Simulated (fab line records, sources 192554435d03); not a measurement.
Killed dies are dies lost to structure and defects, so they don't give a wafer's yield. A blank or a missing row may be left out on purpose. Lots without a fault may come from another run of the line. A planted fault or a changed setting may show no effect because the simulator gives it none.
Chamber matching | flow n5_finfet | N5_FIN_CUT_DESCUM_13 on rie_diel-02: 4 sister chambers
The step chemistry O2, time 7 s. 7 wafers are shown with their chamber, then 7 later ones without.

WAFERS WITH THEIR CHAMBER
wafer  | chamber | showerhead_plenum_p_Torr (Torr) | drypump_motor_current_A (A)
L074.4 | 1       | 2.19                            | 6.2
L084.6 | 2       | 2.08                            | 4.9
L085.1 | 2       | 2.07                            | 4.9
L085.2 | 0       | 2.10                            | 5.7
L085.3 | 3       | 2.01                            | 5.9
L085.4 | 3       | 2.01                            | 5.9
L085.5 | 0       | 2.10                            | 5.8

WAFERS WITHOUT THEIR CHAMBER
wafer  | showerhead_plenum_p_Torr (Torr) | drypump_motor_current_A (A)
L085.6 | 2.07                            | 5.0
L088.2 | 2.01                            | 5.9
L088.5 | 2.01                            | 5.9
L088.6 | 2.07                            | 4.9
L094.1 | 2.09                            | 5.7
L094.2 | 2.07                            | 4.9
L094.5 | 2.17                            | 6.2

WHICH CHAMBER EACH WENT THROUGH
wafer  | from the rows above | in truth
L085.6 | 2                   | 2
L088.2 | 3                   | 3
L088.5 | 3                   | 3
L088.6 | 2                   | 2
L094.1 | 0                   | 0
L094.2 | 2                   | 2
L094.5 | 1                   | 1
Placed correctly: 7 of 7. Can't be placed from these rows: 0. Placed wrongly: 0.
How it was worked out, from the rows above alone: a wafer's distance from a chamber is the root of the sum, over the readings, of the square of ((its reading less the chamber's mean) divided by the reading's scatter). The wafer belongs to the nearest chamber; if the next one is less than 2 further off, it can't be placed. A chamber's mean is the mean of its shown wafers. The scatter: the root of (the sum of the squares of (reading less its chamber's mean) over the shown wafers, divided by (wafers less chambers)).
